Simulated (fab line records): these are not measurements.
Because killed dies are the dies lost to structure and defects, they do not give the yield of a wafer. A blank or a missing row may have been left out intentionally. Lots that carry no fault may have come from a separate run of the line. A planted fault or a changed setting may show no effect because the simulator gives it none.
Lot-split experiment	flow n5 finfet	route with 1938 steps; 7 lots, 21 wafers read

THE SPLIT ITSELF
At N5_BEOL_M3_TRENCH_ETCH_37 (etches SiOC in C4F6/O2, target depth 55.555 nm, time 29.2 s), the setting time s was moved away from the recipe's 29.2 s on 9 of the 21 wafers read, by -22.3% to +9.7%. All remaining wafers had this setting at the recipe value.

FROM THE SPLIT TO THE READING: what the file shows between them, 2 steps
- N5_BEOL_M3_ETCH_41: etches SiCN in CH3F/O2, target depth 29.9 nm, time 52.5 s (also split here: target depth a)
- N5_BEOL_M3_STRIP_97: strips in N2/H2, time 10 s

THE READING
trench depth nm, in nm, at N5_BEOL_M3_OCD_MEAS_38. A value of 55.1 nm with a standard deviation of 0.75 nm is what fault-free wafers of this fab line usually give.

wafer	tool, chamber at the split	time s as run, s	against the recipe	trench depth nm, nm	against lot-mates on the recipe
L075.1	rie diel-06, 1	29.2	recipe	54.3	-
L075.3	rie diel-06, 3	29.2	recipe	55.9	-
L075.4	rie diel-06, 2	23.6	-19.2%	43.5	-11.6
L076.1	rie diel-02, 0	29.2	recipe	55.1	-
L076.2	rie diel-02, 2	24.65	-15.6%	46.5	-8.6
L076.6	rie diel-02, 1	24.65	-15.6%	46.7	-8.4
L081.1	rie diel-06, 3	24.45	-16.3%	46.7	-8.5
L081.3	rie diel-06, 0	24.45	-16.3%	47.0	-8.2
L081.6	rie diel-06, 1	29.2	recipe	55.2	-
L083.1	rie diel-06, 2	29.2	recipe	55.4	-
L083.3	rie diel-06, 1	29.2	recipe	55.4	-
L083.4	rie diel-06, 0	29.2	recipe	56.1	-
L086.1	rie diel-02, 2	22.69	-22.3%	41.8	-13.8
L086.3	rie diel-02, 1	29.2	recipe	55.7	-
L086.5	rie diel-02, 0	29.2	recipe	55.5	-
L096.2	rie diel-02, 1	24.22	-17.1%	45.8	-9.3
L096.3	rie diel-02, 3	29.2	recipe	55.1	-
L096.6	rie diel-02, 2	24.22	-17.1%	44.8	-10.3
L095.2	rie diel-05, 2	32.04	+9.7%	60.1	+5.6
L095.5	rie diel-05, 3	29.2	recipe	53.9	-
L095.6	rie diel-05, 0	29.2	recipe	55.2	-

THE FIT
A straight line over all 21 wafers: trench depth nm changes by +0.566 nm for each +1% of time s; r = +0.99; the points scatter about the line by 0.66 nm.
The same after taking each lot's own level away (the mean of its wafers on the recipe; 21 wafers): +0.571 nm for each +1%; r = +0.99; scatter 0.59 nm.
According to that fit, moving time s by its largest amount changes the reading by 13 nm.
Measured against the standard deviation above, the lots' own levels, which go from 54.55 to 55.63 nm, span 1.4 times it.
The two slopes are in agreement: the lot-to-lot level therefore moves the slope only a little.
Check: with one of the wafers moved furthest among these (-22.3%) left out of the fit, the line predicts -12.4 nm for it against its lot-mates. Against them it came out at -13.8 nm.

FURTHER SPLITS ON THESE WAFERS
Note: prior to the reading, these wafers also went through further splits. Each is held against what the fit with the lots' levels taken away leaves over:
other split on the same wafers	wafers away from the commonest value	r with trench depth nm (lot level and that fit taken away)
N5_BEOL_M3_ETCH_64 time s	7	-0.29
N5_BEOL_M3_COAT_67 spin rpm	6	-0.12
N5_BEOL_M3_ETCH_41 target depth a	6	+0.20

THE WHOLE CHAIN: every reading that the file lists as answering this split, in the file's order
step	what it does	reading	change (the file's fit)	r (the file's)
N5_BEOL_M3_TRENCH_ETCH_37	etches SiOC in C4F6/O2, target depth 55.555 nm, time 29.2 s	BEOL_M3.feature depth nm (the simulator's own value, which no gauge read)	+0.572 nm for each +1% of the setting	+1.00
N5_BEOL_M3_TRENCH_ETCH_37	etches SiOC in C4F6/O2, target depth 55.555 nm, time 29.2 s	etch.depth nm (the simulator's own value, which no gauge read)	+0.569 nm for each +1% of the setting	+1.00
N5_BEOL_M3_TRENCH_ETCH_37	etches SiOC in C4F6/O2, target depth 55.555 nm, time 29.2 s	TiN_of_BEOL_M3_HM_DEP_02.thk nm (the simulator's own value, which no gauge read)	-0.0267 nm for each +1% of the setting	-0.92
N5_BEOL_M3_OCD_MEAS_38		trench depth nm	+0.58 nm for each +1% of the setting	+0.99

FILE'S OWN FIT
trench depth nm changes by +0.58 nm for each +1% of time s, r = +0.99.
